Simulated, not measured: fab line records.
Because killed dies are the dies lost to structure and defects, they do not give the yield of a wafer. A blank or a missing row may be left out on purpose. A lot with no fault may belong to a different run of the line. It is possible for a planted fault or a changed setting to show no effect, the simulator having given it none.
Matching of chambers | flow n5 finfet | rie diel-02 running N5_BEOL_M8_DESCUM_16: 4 sister chambers
The step chemistry O2, time 7.9 s. 16 wafers are shown with their chamber, then 8 later ones without.

WAFERS PAIRED WITH THEIR CHAMBERS
wafer  | chamber | drypump motor current A (A) | throttle valve pct (%) | showerhead plenum p Torr (Torr)
L079.1 | 0       | 6.3                         | 20.51                  | 2.23
L079.3 | 3       | 5.6                         | 20.83                  | 1.99
L079.4 | 2       | 5.5                         | 20.41                  | 2.18
L084.1 | 1       | 5.4                         | 20.33                  | 2.13
L084.3 | 2       | 5.5                         | 20.41                  | 2.18
L084.6 | 2       | 5.5                         | 20.42                  | 2.18
L086.1 | 2       | 5.5                         | 20.43                  | 2.18
L086.2 | 3       | 5.6                         | 20.87                  | 1.98
L086.3 | 0       | 6.2                         | 20.53                  | 2.22
L088.1 | 2       | 5.5                         | 20.43                  | 2.17
L088.4 | 2       | 5.5                         | 20.44                  | 2.17
L088.5 | 0       | 6.2                         | 20.57                  | 2.22
L093.2 | 1       | 5.4                         | 20.35                  | 2.13
L093.4 | 0       | 6.3                         | 20.57                  | 2.22
L093.6 | 3       | 5.7                         | 20.46                  | 2.24
L097.2 | 3       | 5.7                         | 20.48                  | 2.24

SIGNATURES, as means of the wafers listed above
reading                  | chamber 0 | chamber 1 | chamber 2 | chamber 3 | scatter within a chamber
drypump motor current A  | 6.250     | 5.400     | 5.500     | 5.650     | 0.0408
throttle valve pct       | 20.5450   | 20.3400   | 20.4233   | 20.6600   | 0.111
showerhead plenum p Torr | 2.2225    | 2.1300    | 2.1767    | 2.1125    | 0.0738
Rule: a wafer lies at a distance from a chamber equal to the root of the sum of squares, over the readings, of (its reading less the chamber's mean, divided by the reading's scatter). If the next closest chamber is less than 2 further off than the closest, the wafer can't be placed; otherwise it belongs to the closest. The scatter: take each reading less its chamber's mean, square it, sum over the shown wafers, divide by the number of wafers less the number of chambers, and take the root.

WAFERS MISSING THEIR CHAMBER
wafer  | drypump motor current A (A) | throttle valve pct (%) | showerhead plenum p Torr (Torr)
L097.4 | 5.4                         | 20.36                  | 2.12
L097.6 | 5.4                         | 20.36                  | 2.12
L094.4 | 5.4                         | 20.36                  | 2.12
L094.5 | 5.6                         | 20.47                  | 2.24
L094.6 | 5.5                         | 20.44                  | 2.17
L095.1 | 5.6                         | 20.48                  | 2.24
L095.2 | 6.3                         | 20.58                  | 2.21
L095.4 | 5.4                         | 20.38                  | 2.12

WHICH CHAMBER EACH ONE RAN IN
wafer  | from the rows above     | in truth
L097.4 | 1                       | 1
L097.6 | 1                       | 1
L094.4 | 1                       | 1
L094.5 | can't be placed: 2 or 3 | 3
L094.6 | 2                       | 2
L095.1 | can't be placed: 2 or 3 | 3
L095.2 | 0                       | 0
L095.4 | 1                       | 1
6 of 8 placed correctly. These rows do not allow placing 2 (true chamber among the candidates in 2). 0 placed wrongly.
